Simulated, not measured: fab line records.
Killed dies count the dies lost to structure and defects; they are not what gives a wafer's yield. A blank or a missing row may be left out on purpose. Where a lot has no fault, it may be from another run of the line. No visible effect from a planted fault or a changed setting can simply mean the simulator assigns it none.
Matching of chambers / flow n5_finfet / N5_GATE_CUT_CMP_43 on cmp-02 has 4 sister chambers
The step polishes SiO2. 8 wafers are shown with their chamber, then 9 later ones without.

## WAFERS PAIRED WITH THEIR CHAMBERS
wafer=L077.6; chamber=2; motor_current_A (A)=12.1
wafer=L082.2; chamber=2; motor_current_A (A)=12.2
wafer=L084.1; chamber=0; motor_current_A (A)=13.1
wafer=L086.1; chamber=1; motor_current_A (A)=10.9
wafer=L086.6; chamber=3; motor_current_A (A)=11.6
wafer=L087.1; chamber=1; motor_current_A (A)=10.4
wafer=L087.3; chamber=0; motor_current_A (A)=13.5
wafer=L087.6; chamber=3; motor_current_A (A)=11.4

## WAFERS WITHOUT THEIR CHAMBER
wafer=L089.2; motor_current_A (A)=12.2
wafer=L089.3; motor_current_A (A)=11.2
wafer=L089.4; motor_current_A (A)=12.0
wafer=L095.2; motor_current_A (A)=11.7
wafer=L095.3; motor_current_A (A)=11.5
wafer=L095.4; motor_current_A (A)=12.2
wafer=L097.2; motor_current_A (A)=11.7
wafer=L097.4; motor_current_A (A)=13.7
wafer=L097.5; motor_current_A (A)=12.3

## CHAMBER TAKEN BY EACH
wafer=L089.2; from the rows above=2; in truth=2
wafer=L089.3; from the rows above=can't be placed: 3 or 1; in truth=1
wafer=L089.4; from the rows above=can't be placed: 2 or 3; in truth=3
wafer=L095.2; from the rows above=can't be placed: 3 or 2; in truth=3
wafer=L095.3; from the rows above=3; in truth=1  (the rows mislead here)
wafer=L095.4; from the rows above=2; in truth=2
wafer=L097.2; from the rows above=can't be placed: 3 or 2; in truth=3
wafer=L097.4; from the rows above=0; in truth=0
wafer=L097.5; from the rows above=2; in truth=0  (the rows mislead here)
Correctly placed: 3 of 9. Unplaceable from these rows: 4, with the true chamber sitting among the candidates in 4. Wrongly placed: 2.
How it was worked out, from the rows above alone: a wafer's distance from a chamber is the root of the sum, over the readings, of the square of ((its reading less the chamber's mean) divided by the reading's scatter). The wafer belongs to the nearest chamber; if the next one is less than 2 further off, it can't be placed. For every chamber, the mean is computed from those of its wafers that are shown. The scatter is the square root of a quotient: the sum, over the shown wafers, of each reading's squared deviation from its chamber's mean, divided by wafers minus chambers.
